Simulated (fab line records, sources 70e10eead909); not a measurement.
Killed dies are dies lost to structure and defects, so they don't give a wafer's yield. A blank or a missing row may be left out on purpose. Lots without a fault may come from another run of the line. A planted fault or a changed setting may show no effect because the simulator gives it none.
Chamber matching | flow nand_harc | NHARC_A_M1_PRE_CLEAN_32 on pecvd-04: 3 sister chambers
The step time 12 s. 20 wafers are shown with their chamber, then 10 later ones without.

WAFERS WITH THEIR CHAMBER
wafer  | chamber | heater_power_w (W) | rf_fwd_power_W (W)
L074.1 | 1       | 467                | 292.6
L074.5 | 0       | 642                | 292.1
L074.6 | 1       | 458                | 292.6
L076.1 | 0       | 547                | 292.6
L076.3 | 1       | 441                | 292.2
L076.5 | 2       | 680                | 292.1
L079.3 | 1       | 463                | 292.0
L079.5 | 2       | 618                | 293.3
L079.6 | 0       | 635                | 291.8
L081.3 | 0       | 633                | 291.8
L081.4 | 0       | 637                | 292.1
L081.5 | 2       | 589                | 293.2
L084.3 | 2       | 678                | 294.0
L084.4 | 1       | 390                | 293.4
L084.6 | 0       | 623                | 293.8
L087.2 | 1       | 407                | 291.3
L087.5 | 0       | 644                | 293.3
L087.6 | 2       | 672                | 291.9
L092.3 | 0       | 652                | 293.2
L092.5 | 1       | 427                | 292.8

SIGNATURES (means of the wafers above)
reading        | chamber 0 | chamber 1 | chamber 2 | scatter within a chamber
heater_power_w | 626.62    | 436.14    | 647.40    | 34.2
rf_fwd_power_W | 292.588   | 292.414   | 292.900   | 0.76
Rule: a wafer's distance from a chamber is the root of the sum, over the readings, of the square of ((its reading less the chamber's mean) divided by the reading's scatter). The wafer belongs to the nearest chamber; if the next one is less than 2 further off, it can't be placed. The scatter: the root of (the sum of the squares of (reading less its chamber's mean) over the shown wafers, divided by (wafers less chambers)).

WAFERS WITHOUT THEIR CHAMBER
wafer  | heater_power_w (W) | rf_fwd_power_W (W)
L092.6 | 596                | 292.3
L093.1 | 659                | 292.7
L093.5 | 664                | 294.2
L093.6 | 427                | 292.9
L094.2 | 481                | 294.0
L094.4 | 477                | 293.0
L094.6 | 688                | 291.8
L096.2 | 634                | 292.9
L096.3 | 683                | 293.9
L096.5 | 637                | 293.1

WHICH CHAMBER EACH WENT THROUGH
wafer  | from the rows above     | in truth
L092.6 | can't be placed: 0 or 2 | 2
L093.1 | can't be placed: 2 or 0 | 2
L093.5 | can't be placed: 2 or 0 | 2
L093.6 | 1                       | 1
L094.2 | 1                       | 1
L094.4 | 1                       | 1
L094.6 | can't be placed: 2 or 0 | 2
L096.2 | can't be placed: 2 or 0 | 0
L096.3 | can't be placed: 2 or 0 | 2
L096.5 | can't be placed: 2 or 0 | 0
Placed correctly: 3 of 10. Can't be placed from these rows: 7 (the true chamber is among the candidates in 7). Placed wrongly: 0.
